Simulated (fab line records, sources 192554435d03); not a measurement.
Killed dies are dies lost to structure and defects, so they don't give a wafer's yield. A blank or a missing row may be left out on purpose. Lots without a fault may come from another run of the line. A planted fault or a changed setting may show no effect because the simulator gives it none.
Which tool did it? | flow n5_finfet | 12 lots, 36 wafers sampled, at 1 step of a route of 1938

WHAT THE GAUGES READ, wafer by wafer
N5_BEOL_M10_INSPECT_58: inspects for defects (darkfield).
lot  | measured     | on                | raw_defect_count
L076 | day 12 01:02 | defect_inspect-02 | 45 53 71
L079 | day 12 02:46 | defect_inspect-01 | 62 71 69
L077 | day 12 11:48 | defect_inspect-01 | 81 59 71
L080 | day 12 13:18 | defect_inspect-01 | 70 55 55
L084 | day 13 23:19 | defect_inspect-01 | 109 107 140
L083 | day 14 00:58 | defect_inspect-01 | 57 106 58
L089 | day 14 22:14 | defect_inspect-02 | 84 41 91
L087 | day 15 00:17 | defect_inspect-02 | 42 76 40
L091 | day 15 15:20 | defect_inspect-01 | 89 103 83
L093 | day 15 23:57 | defect_inspect-02 | 40 67 81
L095 | day 16 09:59 | defect_inspect-01 | 79 85 61
L097 | day 17 00:59 | defect_inspect-01 | 83 59 56

WHICH TOOL RAN EACH LOT (tool, then ch and the chambers of the sampled wafers, then the start)
The record holds no process step before these readings.

THE ANSWER, worked out from the rows above alone
Rule: what is usual is taken from the lots themselves. Put in order of their means at a reading, lots are off if they are a third of the lots or fewer, leave a main group of 4 or more, and stand apart from it by a gap of 3 or more times the standard deviation of the main group's means; of several such gaps the widest counts. A main group whose means are all the same, to the digits that the tables above print for the reading, isn't used. A lot without any number at a reading at which 4 lots or more have one is off too. The other lots that the step has rows for count as sound.
No lot is off at any reading shown: from this, nothing can be told.

WHAT THE SIMULATOR HAD PUT IN
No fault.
